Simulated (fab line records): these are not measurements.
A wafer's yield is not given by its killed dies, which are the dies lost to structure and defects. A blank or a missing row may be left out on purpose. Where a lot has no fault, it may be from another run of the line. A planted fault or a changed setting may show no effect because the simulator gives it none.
Split-lot experiment	flow n5-finfet	21 wafers read from 7 lots, route of 1938 steps

ABOUT THE SPLIT
At N5_BEOL_M9_EXPOSE_08 (exposes mask M9), the setting dose-mj was moved away from the recipe's 53.75 on 10 of the 21 wafers read, by -4.0% to +7.1%. This setting was run at the recipe's value on the other wafers.

FROM THE SPLIT TO THE READING: what the file shows between them, 17 steps
- N5_BEOL_M9_PEB_09: peb time 60 s
- N5_BEOL_M9_DEVELOP_10: develop time 30 s
- N5_BEOL_M9_CD_MEAS_11: target cd 64.1 nm
- N5_BEOL_M9_DESCUM_16: chemistry O2, time 7.9 s
- N5_BEOL_M9_ETCH_61: etches SiARC in CF4, target depth 39 nm, time 65 s
- N5_BEOL_M9_ETCH_62: etches SOC in N2/H2, target depth 110 nm, overetch 22 nm, time 165 s
- N5_BEOL_M9_STRIP_68: strips in N2/H2
- N5_BEOL_M9_STRIP_67: strips in CF4
- N5_BEOL_M9_HM_OPEN_17: chemistry Cl2/BCl3, target TiN, target depth 20 nm, overetch 6 nm
- N5_BEOL_M9_STRIP_19: strips in O2
- N5_BEOL_M9_CD_MEAS_18: pitch 140 nm, target cd 70 nm
- N5_BEOL_M9_STRIP_36: strips in N2/H2 (also split here: power-w)
- N5_BEOL_M9_TRENCH_ETCH_37: etches SiCOH lowk in C4F6/O2, target depth 151.43 nm, time 49 s
- N5_BEOL_M9_ETCH_41: etches SiCN in CH3F/O2, target depth 36.6 nm, time 70.1 s
- N5_BEOL_M9_STRIP_80: strips in N2/H2, time 10 s
- N5_BEOL_M9_PRECLEAN_42: cleans in residue remover, time 60 s
- N5_BEOL_M9_SRD_43: time 30 s

THE READING
cd-nm, in nm, at N5_BEOL_M9_CD_MEAS_35 (target cd 70 nm, target cd y 40 nm). On this fab line, fault-free wafers typically give 70.0 nm with a standard deviation of 0.69 nm.

wafer	tool, chamber at the split	dose-mj as run	against the recipe	cd-nm, nm	against lot-mates on the recipe
L078.1	arfi-scanner-01, 0	53.75	recipe	70.3	-
L078.4	arfi-scanner-01, 0	53.75	recipe	69.4	-
L078.5	arfi-scanner-01, 0	57.57	+7.1%	73.6	+3.8
L085.2	arfi-scanner-02, 0	53.75	recipe	70.1	-
L085.4	arfi-scanner-02, 0	53.75	recipe	69.9	-
L085.6	arfi-scanner-02, 0	53.75	recipe	70.4	-
L086.1	arfi-scanner-01, 0	52.08	-3.1%	67.0	-3.8
L086.3	arfi-scanner-01, 0	53.75	recipe	70.8	-
L086.6	arfi-scanner-01, 0	52.08	-3.1%	66.9	-3.9
L087.2	arfi-scanner-03, 0	52.72	-1.9%	68.4	-1.3
L087.3	arfi-scanner-03, 0	53.75	recipe	69.7	-
L087.6	arfi-scanner-03, 0	52.72	-1.9%	68.2	-1.5
L091.2	arfi-scanner-02, 0	56.43	+5.0%	72.9	+4.3
L091.3	arfi-scanner-02, 0	53.75	recipe	68.6	-
L091.4	arfi-scanner-02, 0	56.43	+5.0%	72.7	+4.1
L095.1	arfi-scanner-02, 0	56.73	+5.5%	73.0	+2.5
L095.2	arfi-scanner-02, 0	56.73	+5.5%	73.9	+3.4
L095.3	arfi-scanner-02, 0	53.75	recipe	70.5	-
L097.1	arfi-scanner-03, 0	51.6	-4.0%	68.0	-2.5
L097.2	arfi-scanner-03, 0	53.75	recipe	70.2	-
L097.4	arfi-scanner-03, 0	53.75	recipe	70.8	-

THE FIT
A straight line over all 21 wafers: cd-nm changes by +0.624 nm for each +1% of dose-mj; r = +0.95; the points scatter about the line by 0.66 nm.
The same after taking each lot's own level away (the mean of its wafers on the recipe; 21 wafers): +0.704 nm for each +1%; r = +0.95; scatter 0.73 nm.
On that fit, the largest move of dose-mj shifts the reading by 5 nm.
From 68.60 to 70.80 nm: that is the span of the lots' own levels, equal to 3.2 times the standard deviation above.
So the lot-to-lot level changes the slope: the two fits differ.
Check: with one of the wafers moved furthest among these (+7.1%) left out of the fit, the line predicts +5.13 nm for it against its lot-mates. Against them it came out at +3.75 nm.

OTHER SPLITS ON THESE WAFERS
Before the reading, these wafers also passed through other splits. Each is held against what the fit with the lots' levels taken away leaves over:
other split on the same wafers	wafers away from the commonest value	r with cd-nm (lot level and that fit taken away)
N5_BEOL_M9_STRIP_36 power-w	5	-0.01

THE WHOLE CHAIN: every reading that the file lists as answering this split, in the file's order
step	what it does	reading	change (the file's fit)	r (the file's)
N5_BEOL_M9_CD_MEAS_11	target cd 64.1 nm	cd-nm	+0.613 nm for each +1% of the setting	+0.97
N5_BEOL_M9_ETCH_61	etches SiARC in CF4, target depth 39 nm, time 65 s	BEOL_M9.cd-offset-nm (the simulator's own value, which no gauge read)	+0.624 nm for each +1% of the setting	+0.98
N5_BEOL_M9_ETCH_62	etches SOC in N2/H2, target depth 110 nm, overetch 22 nm, time 165 s	BEOL_M9.cd-offset-nm (the simulator's own value, which no gauge read)	+0.655 nm for each +1% of the setting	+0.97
N5_BEOL_M9_HM_OPEN_17	chemistry Cl2/BCl3, target TiN, target depth 20 nm, overetch 6 nm	BEOL_M9.cd-offset-nm (the simulator's own value, which no gauge read)	+0.674 nm for each +1% of the setting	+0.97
N5_BEOL_M9_CD_MEAS_18	pitch 140 nm, target cd 70 nm	cd-nm	+0.688 nm for each +1% of the setting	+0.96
N5_BEOL_M9_CD_MEAS_35	target cd 70 nm, target cd y 40 nm	cd-nm	+0.654 nm for each +1% of the setting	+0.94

FILE'S OWN FIT
cd-nm changes by +0.654 nm for each +1% of dose-mj, r = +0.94.
